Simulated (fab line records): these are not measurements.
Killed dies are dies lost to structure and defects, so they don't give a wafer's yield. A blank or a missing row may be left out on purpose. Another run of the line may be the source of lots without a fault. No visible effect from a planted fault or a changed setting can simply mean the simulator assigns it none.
fab line records -- flow n5-finfet
record lots=6, wafers=18, last-day=16
route steps=1938 shown SD_ACTIVATION@332 ILD0@335 BEOL_M4@1111
lots that met no fault: taken from a fault-free run of the same line
start-h: hours from the record's first day to the start of the lot's first wafer shown -- wait-h: hours from the lot's prior step to this one -- " repeats the value in the row above -- L1.1+2: several wafers, shown together as one row -- - value missing, or start not given -- * or withheld: withheld -- < > ~ a bound
route shown NAME@n: NAME is a module with steps in the file, n the number in the route of the first one -- usual: the fault-free wafers' mean and standard deviation -- same: alike in all rows -- chamber/n: place in a boat -- sites: per-site readings -- _std_site: standard deviation across them -- _edge_site: inner sites' mean taken away from outer sites' mean -- radius-mm: how far each site lies from the wafer's centre -- mask NAME#n: copy n -- behind: the most recent tool/chamber to have shaped the wafer -- hold: the reason the lot was held/the length of the hold in hours/how it ended -- device: the n, p or np transistor that did not switch -- end of line: tests run on the same wafers once the route is complete -- for a step that has no rows: nothing shown but its recipe -- killed: the dies lost at the first sort to structure and to defects; this is not the yield of the wafer -- map: a wafer's dies, marking killed ones x, the rest . and places with no die _
set.NAME: setting as actually run; set.NAME@STEP: the setting as run at that earlier step -- model.NAME: the simulator's own value behind a step, which no gauge read
lots at selected steps of the route; one table per step, one row per wafer
services: when a tool's chamber went out of use (start-h, in hours from the record's first day, below 0 if earlier), for how many hours, and the reason
## steps
# step N5_SD_ACTIVATION_RS_MEAS_03
# recipe thk-meas-gauge=four-point-probe
# usual RS_SD_N=21.86/0.28, RS_SD_P=56.2/0.99
lot.wafer,tool,chamber,start-h,wait-h,RS_SD_N[ohm/sq],RS_SD_P[ohm/sq]
L250.1,film-metro-01,-,62.52,0.2,22.04,56.7
L250.4,film-metro-01,-,62.52,0.2,21.85,56.4
L250.5,film-metro-01,-,62.52,0.2,22.00,56.1
L251.1,film-metro-02,-,70.75,0.2,22.22,56.0
L251.3,film-metro-02,-,70.75,0.2,22.17,56.3
L251.5,film-metro-02,-,70.75,0.2,21.98,54.7
L258.1,film-metro-01,-,114.16,0.2,21.96,55.1
L258.3,film-metro-01,-,114.16,0.2,21.37,56.1
L258.6,film-metro-01,-,114.16,0.2,21.47,56.5
L259.2,film-metro-01,-,119.43,0.2,22.00,57.5
L259.3,film-metro-01,-,119.43,0.2,21.47,56.7
L259.4,film-metro-01,-,119.43,0.2,21.63,57.4
L261.2,film-metro-01,-,132.15,0.2,21.47,56.0
L261.3,film-metro-01,-,132.15,0.2,21.81,55.6
L261.4,film-metro-01,-,132.15,0.2,22.07,56.7
L269.1,film-metro-02,-,177.17,0.2,21.64,57.6
L269.5,film-metro-02,-,177.17,0.2,21.47,58.0
L269.6,film-metro-02,-,177.17,0.2,21.61,57.1
# step N5_SD_ACTIVATION_INSPECT_02
# recipe inspect-instrument=darkfield, mode=post-anneal
# usual raw-defect-count=175/36
lot.wafer,tool,chamber,start-h,wait-h,raw-defect-count
L250.1,defect-inspect-01,-,62.84,0.2,259
L250.4,defect-inspect-01,-,62.84,0.2,185
L250.5,defect-inspect-01,-,62.84,0.2,214
L251.1,defect-inspect-02,-,71.07,0.2,238
L251.3,defect-inspect-02,-,71.07,0.2,275
L251.5,defect-inspect-02,-,71.07,0.2,209
L258.1,defect-inspect-02,-,114.49,0.2,180
L258.3,defect-inspect-02,-,114.49,0.2,145
L258.6,defect-inspect-02,-,114.49,0.2,154
L259.2,defect-inspect-02,-,119.74,0.2,173
L259.3,defect-inspect-02,-,119.74,0.2,198
L259.4,defect-inspect-02,-,119.74,0.2,213
L261.2,defect-inspect-02,-,132.46,0.2,134
L261.3,defect-inspect-02,-,132.46,0.2,195
L261.4,defect-inspect-02,-,132.46,0.2,175
L269.1,defect-inspect-02,-,177.49,0.2,137
L269.5,defect-inspect-02,-,177.49,0.2,183
L269.6,defect-inspect-02,-,177.49,0.2,161
# step N5_ILD0_LINER_00
# recipe material=SiNx, target-thk-a=40, temp-c=400, ald-precursor-family=SiH2I2, ald-co-reactant=N2/H2-plasma, pulse-time-s=1, purge-time-s=2, co-reactant-purge-time-s=2, ald-cycles=80, pressure-torr=2
# usual heater-power-w=878/87, precursor-pulse-height-rel=1.000/0.021
# same co-reactant-purge-time-s=2
lot.wafer,tool,chamber,start-h,wait-h,heater-power-w,precursor-pulse-height-rel
L250.1,ald-sin-02,2,62.88,0.0,871,1.016
L250.4,ald-sin-02,0,62.88,0.0,832,1.008
L250.5,ald-sin-02,0,62.88,0.0,831,1.032
L251.1,ald-sin-01,2,71.11,0.0,917,1.004
L251.3,ald-sin-01,0,71.11,0.0,851,1.001
L251.5,ald-sin-01,0,71.11,0.0,871,0.973
L258.1,ald-sin-01,1,114.53,0.0,820,0.987
L258.3,ald-sin-01,3,114.53,0.0,1015,0.996
L258.6,ald-sin-01,3,114.53,0.0,1018,1.015
L259.2,ald-sin-02,3,119.84,0.1,1004,0.989
L259.3,ald-sin-02,1,119.84,0.1,764,1.019
L259.4,ald-sin-02,0,119.84,0.1,838,0.989
L261.2,ald-sin-02,0,132.50,0.0,837,1.022
L261.3,ald-sin-02,3,132.50,0.0,1036,0.984
L261.4,ald-sin-02,1,132.50,0.0,777,1.015
L269.1,ald-sin-03,3,177.53,0.0,883,1.004
L269.5,ald-sin-03,0,177.53,0.0,828,1.024
L269.6,ald-sin-03,1,177.53,0.0,1024,1.031
# step N5_ILD0_FCVD_FILL_01
# recipe material=SiO2_flowable, target-thk-a=2000, temp-c=100, pressure-torr=0.8, rf-w=2000, time-s=328.3
# step N5_ILD0_CURE_02
# recipe temp-c=450, time-s=1800, ambient=steam, idle-temp-c=400, ramp-up-c-per-min=5, ramp-down-c-per-min=3, densification-p-h2o-torr=640
# step N5_ILD0_CMP_03
# recipe stop-on=SiNx, t-overpolish-s=1.9, post-cmp-clean=alkaline-brush, down-force-psi=4.1491, platen-rpm=51.796, pad-velocity-m-s=1.0306, target-thk-nm=197.38
# usual motor-current-A=12.0/1.5, overpolish-run-s=1.899/0.0091, pad-life-wafers=967/630, time-to-endpoint-s=70/3.3
lot.wafer,tool,chamber,start-h,wait-h,motor-current-A,overpolish-run-s,pad-life-wafers,time-to-endpoint-s
L250.4,cmp-04,0,65.30,0.1,11.6,1.914,133,72
L250.1,cmp-04,2,65.30,0.1,15.2,1.909,135,71
L250.5,cmp-04,0,65.30,0.1,12.3,1.918,-,71
L251.1,cmp-04,3,73.55,0.1,11.2,1.905,212,72
L251.3,cmp-04,0,73.55,0.1,11.9,1.900,213,73
L251.5,cmp-04,2,73.55,0.1,15.1,1.898,-,72
L258.1,cmp-03,1,116.89,0.0,12.8,1.892,1998,70
L258.3,cmp-03,3,116.89,0.0,12.8,1.896,2000,74
L258.6,cmp-03,1,116.89,0.0,13.5,1.900,-,73
L259.4,cmp-03,1,122.20,0.0,13.4,1.891,2040,70
L259.2,cmp-03,2,122.20,0.0,12.2,1.885,2041,72
L259.3,cmp-03,3,122.20,0.0,12.8,1.907,2042,73
L261.3,cmp-01,0,134.86,0.0,11.1,1.912,1422,70
L261.2,cmp-01,1,134.86,0.0,9.7,1.906,1423,74
L261.4,cmp-01,2,134.86,0.0,11.5,1.913,1424,69
L269.1,cmp-04,1,179.93,0.1,11.7,1.900,1099,77
L269.5,cmp-04,0,179.93,0.1,11.5,1.910,-,78
L269.6,cmp-04,1,179.93,0.1,11.2,1.937,-,77
# step N5_ILD0_THK_MEAS_04
# usual thk-nm=197.5/1.1
lot.wafer,tool,chamber,start-h,wait-h,thk-nm
L250.1,film-metro-01,-,65.55,-,198.4
L250.4,film-metro-01,-,65.55,-,199.3
L250.5,film-metro-01,-,65.55,-,197.3
L251.1,film-metro-02,-,73.77,-,197.4
L251.3,film-metro-02,-,73.77,-,198.6
L251.5,film-metro-02,-,73.77,-,197.3
L258.1,film-metro-02,-,117.18,-,199.4
L258.3,film-metro-02,-,117.18,-,200.0
L258.6,film-metro-02,-,117.18,-,200.1
L259.2,film-metro-01,-,122.50,-,196.5
L259.3,film-metro-01,-,122.50,-,196.8
L259.4,film-metro-01,-,122.50,-,197.2
L261.2,film-metro-02,-,135.16,-,199.7
L261.3,film-metro-02,-,135.16,-,199.0
L261.4,film-metro-02,-,135.16,-,200.7
L269.1,film-metro-01,-,180.19,-,198.9
L269.5,film-metro-01,-,180.19,-,198.9
L269.6,film-metro-01,-,180.19,-,197.5
# step N5_ILD0_CMP_07
# recipe stop-on=poly-Si, material=SiO2_flowable, t-overpolish-s=1.18, post-cmp-clean=alkaline-brush, down-force-psi=4.1491, platen-rpm=51.796, pad-velocity-m-s=1.0306, target-thk-nm=138.88
# usual motor-current-A=12.1/1.4, pad-life-wafers=1052/590
lot.wafer,tool,chamber,start-h,wait-h,motor-current-A,pad-life-wafers
L250.1,cmp-03,1,65.58,0.0,12.7,1560
L250.4,cmp-03,2,65.58,0.0,12.2,1561
L250.5,cmp-03,1,65.58,0.0,13.2,-
L251.1,cmp-04,1,73.93,0.2,10.8,222
L251.3,cmp-04,2,73.93,0.2,15.2,223
L251.5,cmp-04,2,73.93,0.2,14.5,-
L258.1,cmp-04,3,117.21,0.0,11.5,564
L258.3,cmp-04,1,117.21,0.0,10.7,566
L258.6,cmp-04,3,117.21,0.0,11.2,-
L259.4,cmp-01,3,122.52,0.0,14.3,1278
L259.3,cmp-01,1,122.52,0.0,10.0,1280
L259.2,cmp-01,2,122.52,0.0,11.8,1281
L261.2,cmp-04,0,135.19,0.0,11.6,756
L261.3,cmp-04,1,135.19,0.0,10.5,757
L261.4,cmp-04,3,135.19,0.0,11.1,759
L269.1,cmp-03,2,180.30,0.1,12.2,296
L269.5,cmp-03,0,180.30,0.1,13.8,-
L269.6,cmp-03,1,180.30,0.1,14.3,-
# step N5_ILD0_THK_MEAS_08
# usual thk-nm=138.6/0.95
lot.wafer,tool,chamber,start-h,wait-h,thk-nm
L250.1,film-metro-01,-,65.88,-,138.2
L250.4,film-metro-01,-,65.88,-,139.0
L250.5,film-metro-01,-,65.88,-,138.6
L251.1,film-metro-01,-,74.23,-,138.6
L251.3,film-metro-01,-,74.23,-,136.9
L251.5,film-metro-01,-,74.23,-,137.0
L258.1,film-metro-01,-,117.51,-,138.2
L258.3,film-metro-01,-,117.51,-,139.0
L258.6,film-metro-01,-,117.51,-,137.9
L259.2,film-metro-01,-,122.82,-,138.5
L259.3,film-metro-01,-,122.82,-,138.4
L259.4,film-metro-01,-,122.82,-,140.1
L261.2,film-metro-01,-,135.48,-,139.2
L261.3,film-metro-01,-,135.48,-,140.1
L261.4,film-metro-01,-,135.48,-,138.0
L269.1,film-metro-01,-,180.51,-,137.6
L269.5,film-metro-01,-,180.51,-,138.1
L269.6,film-metro-01,-,180.51,-,138.1
# step N5_ILD0_PRECLEAN_10
# recipe chemistry=NF3:NH3, afs-cycles=5, time-s=20, temp-c=30, sublimation-temp-c=180, sublimation-time-s=60, pressure-torr=3, rf-power-w=30
# step N5_ILD0_ALD_15
# recipe material=SiNx, target-thk-a=240, temp-c=400, ald-precursor-family=SiH2I2, ald-co-reactant=N2/H2-plasma, pulse-time-s=1, ald-cycles=480, purge-time-s=2, co-reactant-purge-time-s=2, pressure-torr=2
# usual heater-power-w=887/80, precursor-pulse-height-rel=1.001/0.019
# same co-reactant-purge-time-s=2
lot.wafer,tool,chamber,start-h,wait-h,heater-power-w,precursor-pulse-height-rel
L250.1,ald-sin-03,1,66.60,0.6,1020,1.035
L250.4,ald-sin-03,0,66.60,0.6,783,0.972
L250.5,ald-sin-03,3,67.68,1.2,887,1.020
L251.1,ald-sin-02,2,74.94,0.6,844,1.019
L251.3,ald-sin-02,0,74.94,0.6,811,1.024
L251.5,ald-sin-02,2,76.03,1.2,842,1.022
L258.1,ald-sin-03,3,118.27,0.6,922,1.047
L258.3,ald-sin-03,0,118.27,0.6,824,0.959
L258.6,ald-sin-03,1,119.35,1.1,1044,0.989
L259.2,ald-sin-02,0,123.54,0.5,832,1.012
L259.3,ald-sin-02,1,123.54,0.5,791,1.023
L259.4,ald-sin-02,2,123.54,0.5,855,0.967
L261.2,ald-sin-03,1,136.20,0.5,1009,1.003
L261.3,ald-sin-03,2,136.20,0.5,834,1.000
L261.4,ald-sin-03,3,136.20,0.5,902,0.978
L269.1,ald-sin-02,1,181.25,0.6,791,1.001
L269.5,ald-sin-02,3,182.34,1.2,1009,0.998
L269.6,ald-sin-02,0,182.34,1.2,816,0.975
# step N5_ILD0_CMP_12
# recipe stop-on=poly-Si, material=SiNx, t-overpolish-s=6, post-cmp-clean=alkaline-brush, down-force-psi=2.5, platen-rpm=51.8, pad-velocity-m-s=1.0307, target-thk-nm=17.67
# usual motor-current-A=8.9/1.2, overpolish-run-s=5.999/0.0089, pad-life-wafers=980/570, time-to-endpoint-s=28.3/2.2
lot.wafer,tool,chamber,start-h,wait-h,motor-current-A,overpolish-run-s,pad-life-wafers,time-to-endpoint-s
L250.1,cmp-03,2,68.85,1.2,9.1,5.996,1585,30.5
L250.4,cmp-03,3,68.85,1.2,9.1,5.996,1586,32.1
L250.5,cmp-03,1,68.85,1.2,9.8,6.006,-,29.6
L251.1,cmp-04,0,77.26,1.2,9.2,6.014,254,29.5
L251.3,cmp-04,1,77.26,1.2,8.3,6.010,255,26.7
L251.5,cmp-04,2,77.26,1.2,11.2,6.006,-,28.4
L258.3,cmp-04,0,120.47,1.1,8.7,6.011,594,57.7
L258.1,cmp-04,3,120.47,1.1,8.3,6.002,597,57.6
L258.6,cmp-04,1,120.47,1.1,8.3,5.999,-,56.2
L259.4,cmp-04,1,125.75,1.1,7.9,5.990,636,55.2
L259.2,cmp-04,2,125.75,1.1,11.1,5.989,637,52.5
L259.3,cmp-04,0,125.75,1.1,8.6,6.000,639,56.0
L261.2,cmp-01,0,138.58,1.3,7.4,5.985,1470,32.0
L261.4,cmp-01,2,138.58,1.3,8.1,5.993,1472,29.9
L261.3,cmp-01,3,138.58,1.3,10.2,6.001,1473,31.8
L269.1,cmp-01,2,183.56,1.2,8.2,6.005,1887,28.0
L269.6,cmp-01,3,183.56,1.2,10.4,6.001,-,30.8
L269.5,cmp-01,0,183.56,1.2,7.9,6.018,-,28.7
# step N5_ILD0_THK_MEAS_13
# usual thk-nm=17.6/0.93
lot.wafer,tool,chamber,start-h,wait-h,thk-nm
L250.1,film-metro-02,-,69.10,-,18.7
L250.4,film-metro-02,-,69.10,-,19.0
L250.5,film-metro-02,-,69.10,-,17.8
L251.1,film-metro-02,-,77.47,-,18.8
L251.3,film-metro-02,-,77.47,-,18.0
L251.5,film-metro-02,-,77.47,-,18.7
L258.1,film-metro-01,-,120.76,-,17.6
L258.3,film-metro-01,-,120.76,-,18.3
L258.6,film-metro-01,-,120.76,-,19.6
L259.2,film-metro-01,-,126.05,-,19.7
L259.3,film-metro-01,-,126.05,-,20.4
L259.4,film-metro-01,-,126.05,-,19.9
L261.2,film-metro-01,-,138.88,-,17.9
L261.3,film-metro-01,-,138.88,-,17.8
L261.4,film-metro-01,-,138.88,-,16.7
L269.1,film-metro-01,-,183.74,-,18.3
L269.5,film-metro-01,-,183.74,-,16.5
L269.6,film-metro-01,-,183.74,-,17.4
# step N5_BEOL_M4_RC_MEAS_101
# usual DIBL_N=36.5/1.4, DIBL_P=36.9/1.7, IOFF_N=0.163/0.023, IOFF_P=0.22/0.032, ION_N=673/9, ION_P=462/7.5, SS_N=71.6/0.54, SS_P=73.4/0.62, VT_N=249.8/2.8, VT_P=-250/3.5
lot.wafer,tool,chamber,start-h,wait-h,DIBL_N[mV/V],DIBL_P[mV/V],IOFF_N[nA/um],IOFF_P[nA/um],ION_N[uA/um],ION_P[uA/um],SS_N[mV/dec],SS_P[mV/dec],VT_N[mV],VT_P[mV]
L250.1,prober-01,0,167.14,0.0,36.8,38.2,0.177,0.25,682,471,71.9,74.2,249.3,-248
L250.4,prober-01,0,167.14,0.0,36.7,37.7,0.171,0.24,671,459,72.5,72.9,248.2,-248
L250.5,prober-01,0,167.14,0.0,36.8,37.4,0.170,0.23,666,459,71.6,73.5,250.0,-249
L251.1,prober-02,0,182.40,0.0,37.6,37.2,0.176,0.26,679,470,72.2,73.9,249.2,-246
L251.3,prober-02,0,182.40,0.0,37.6,37.6,0.183,0.27,689,477,72.1,74.1,245.5,-243
L251.5,prober-02,0,182.40,0.0,37.1,37.0,0.169,0.27,670,468,71.8,73.5,247.0,-248
L258.1,prober-02,0,215.92,0.0,36.6,39.1,0.176,0.22,669,454,71.5,73.7,249.1,-252
L258.3,prober-02,0,215.92,0.0,34.6,35.8,0.136,0.16,664,455,70.8,73.2,254.3,-255
L258.6,prober-02,0,215.92,0.0,34.4,36.0,0.128,0.16,662,450,71.2,72.7,254.2,-259
L259.2,prober-02,0,233.51,0.2,34.9,34.0,0.129,0.20,663,449,71.3,72.5,253.5,-250
L259.3,prober-02,0,233.51,0.2,36.2,35.2,0.155,0.22,667,463,71.5,72.3,248.4,-246
L259.4,prober-02,0,233.51,0.2,34.3,33.4,0.131,0.19,678,465,70.9,72.3,249.7,-250
L261.2,prober-02,0,245.77,0.2,35.2,34.9,0.137,0.19,676,460,70.7,72.8,252.8,-253
L261.3,prober-02,0,245.77,0.2,35.3,34.9,0.141,0.20,666,461,70.8,72.9,253.7,-248
L261.4,prober-02,0,245.77,0.2,36.9,37.8,0.178,0.24,680,467,71.6,73.4,248.0,-251
L269.1,prober-02,0,282.12,0.0,34.8,36.2,0.133,0.17,662,451,70.5,73.5,252.7,-255
L269.5,prober-02,0,282.12,0.0,34.5,36.6,0.137,0.17,670,450,70.9,73.3,251.2,-252
L269.6,prober-02,0,282.12,0.0,34.7,36.0,0.135,0.16,663,451,71.5,72.9,251.8,-258
## services
tool,chamber,start-h,hours,kind
cmp-04,-,45.71,4.0,pm
cmp-04,-,49.71,-,consumable-replace:conditioner
cmp-04,-,49.71,-,consumable-replace:pad
cmp-01,-,69.00,8.9,pm
ald-sin-03,-,86.27,14.0,pm
ald-sin-03,0,86.27,14.0,vent-cycle
ald-sin-03,1,86.27,14.0,vent-cycle
ald-sin-03,2,86.27,14.0,vent-cycle
ald-sin-03,3,86.27,14.0,vent-cycle
cmp-01,-,90.16,0.3,repair
ald-sin-01,-,91.38,0.8,pm
ald-sin-03,0,100.27,-,clean
ald-sin-03,1,100.27,-,clean
cmp-01,-,107.33,3.7,repair
cmp-04,-,111.68,2.5,repair
ald-sin-03,-,126.31,2.5,repair
cmp-03,-,126.99,4.0,pm
cmp-03,-,130.99,-,consumable-replace:conditioner
cmp-03,-,130.99,-,consumable-replace:pad
cmp-03,-,132.59,14.3,pm
ald-sin-01,3,144.39,2.6,repair
cmp-03,-,162.10,0.6,repair
cmp-04,-,164.33,7.0,pm
ald-sin-01,-,177.73,14.0,pm
## key
first-sign step=N5_ILD0_CMP_12, reading=time-to-endpoint-s, direction=up, sigmas=13, usual=*, struck=*
effect step=N5_ILD0_THK_MEAS_13, reading=thk-nm, direction=up, sigmas=1.8, usual=*, struck=*
met-at N5_ILD0_CMP_12
struck-wafers L258.1,L258.3,L258.6,L259.2,L259.3,L259.4
onset-between 77.26 120.47
fault kind=process-parameter-drift, tool=cmp-04, chamber=-, onset-h=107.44, steps=N5_ILD0_CMP_12, channel=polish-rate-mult, offset=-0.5, shape=step
